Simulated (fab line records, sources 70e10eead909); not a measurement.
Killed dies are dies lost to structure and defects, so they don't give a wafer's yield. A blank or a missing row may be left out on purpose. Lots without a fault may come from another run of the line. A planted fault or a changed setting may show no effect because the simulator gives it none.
Chamber matching | flow nand_harc | NHARC_THIN_TSV_ETCH_15 on rie_si-01: 4 sister chambers
The step target depth 3000 nm, bosch target overetch cycles 2, bosch etch step 2.8 s. 20 wafers are shown with their chamber, then 9 later ones without.

WAFERS WITH THEIR CHAMBER
wafer  | chamber | drypump_motor_current_A (A) | he_backside_leak_sccm (sccm)
L074.2 | 2       | 5.4                         | 2.4
L074.4 | 3       | 5.7                         | 2.3
L074.6 | 3       | 5.7                         | 2.4
L075.2 | 0       | 5.3                         | 2.9
L075.4 | 1       | 6.0                         | 2.9
L075.6 | 3       | 5.7                         | 2.4
L077.1 | 2       | 5.4                         | 2.3
L077.3 | 0       | 5.4                         | 2.9
L077.4 | 3       | 5.7                         | 2.4
L082.4 | 2       | 5.4                         | 2.4
L082.6 | 0       | 5.4                         | 2.8
L083.2 | 3       | 5.7                         | 2.3
L083.4 | 2       | 5.4                         | 2.5
L083.5 | 3       | 5.7                         | 2.3
L084.1 | 2       | 5.4                         | 2.4
L084.3 | 3       | 5.7                         | 2.5
L084.6 | 0       | 5.4                         | 2.9
L088.1 | 2       | 5.4                         | 2.4
L088.3 | 0       | 5.4                         | 2.9
L088.5 | 3       | 5.7                         | 2.4

SIGNATURES (means of the wafers above)
reading                 | chamber 0 | chamber 1 | chamber 2 | chamber 3 | scatter within a chamber
drypump_motor_current_A | 5.380     | 6.000     | 5.400     | 5.700     | 0.0224
he_backside_leak_sccm   | 2.880     | 2.900     | 2.400     | 2.375     | 0.0627
Rule: a wafer's distance from a chamber is the root of the sum, over the readings, of the square of ((its reading less the chamber's mean) divided by the reading's scatter). The wafer belongs to the nearest chamber; if the next one is less than 2 further off, it can't be placed. The scatter: the root of (the sum of the squares of (reading less its chamber's mean) over the shown wafers, divided by (wafers less chambers)).

WAFERS WITHOUT THEIR CHAMBER
wafer  | drypump_motor_current_A (A) | he_backside_leak_sccm (sccm)
L092.1 | 6.1                         | 2.8
L092.3 | 5.4                         | 2.9
L092.5 | 5.4                         | 2.8
L095.1 | 5.4                         | 2.8
L095.2 | 5.7                         | 2.3
L095.6 | 5.4                         | 2.8
L097.3 | 5.7                         | 2.4
L097.4 | 5.4                         | 2.4
L097.6 | 6.0                         | 2.9

WHICH CHAMBER EACH WENT THROUGH
wafer  | from the rows above | in truth
L092.1 | 1                   | 1
L092.3 | 0                   | 0
L092.5 | 0                   | 0
L095.1 | 0                   | 0
L095.2 | 3                   | 3
L095.6 | 0                   | 0
L097.3 | 3                   | 3
L097.4 | 2                   | 2
L097.6 | 1                   | 1
Placed correctly: 9 of 9. Can't be placed from these rows: 0. Placed wrongly: 0.
